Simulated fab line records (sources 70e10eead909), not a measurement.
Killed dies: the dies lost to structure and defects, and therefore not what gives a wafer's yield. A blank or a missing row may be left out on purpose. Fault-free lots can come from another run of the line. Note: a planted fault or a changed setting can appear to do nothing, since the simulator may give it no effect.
Matching of chambers | flow nand-harc | NHARC_A_STAIRCASE_DEP_301 on pecvd-01: 3 sister chambers
The step deposits SiON, target thk 30 nm. 6 wafers are shown with their chamber, then 12 later ones without.

== WAFERS, EACH WITH ITS CHAMBER ==
wafer  | chamber | heater-power-w (W)
L086.2 | 1       | 531
L086.5 | 1       | 520
L090.5 | 0       | 695
L091.1 | 0       | 694
L091.2 | 2       | 862
L091.5 | 2       | 860

== WAFERS WHOSE CHAMBER IS MISSING ==
wafer  | heater-power-w (W)
L092.2 | 691
L092.3 | 762
L092.4 | 753
L092.1 | 479
L092.5 | 698
L092.6 | 499
L093.1 | 572
L093.3 | 743
L093.5 | 563
L093.2 | 744
L093.4 | 738
L093.6 | 728

== CHAMBER TAKEN BY EACH ==
wafer  | from the rows above | in truth
L092.2 | 0                   | 0
L092.3 | 0                   | 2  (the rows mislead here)
L092.4 | 0                   | 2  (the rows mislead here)
L092.1 | 1                   | 1
L092.5 | 0                   | 0
L092.6 | 1                   | 1
L093.1 | 1                   | 1
L093.3 | 0                   | 0
L093.5 | 1                   | 1
L093.2 | 0                   | 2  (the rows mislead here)
L093.4 | 0                   | 0
L093.6 | 0                   | 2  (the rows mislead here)
Placed correctly: 8 of 12. Number that these rows cannot place: 0. Number placed wrongly: 4.
How it was worked out, from the rows above alone: a wafer's distance from a chamber is the root of the sum, over the readings, of the square of ((its reading less the chamber's mean) divided by the reading's scatter). The wafer belongs to the nearest chamber; if the next one is less than 2 further off, it can't be placed. Each chamber's mean is taken over the wafers shown for it. The scatter is the square root of a quotient: the sum, over the shown wafers, of each reading's squared deviation from its chamber's mean, divided by wafers minus chambers.
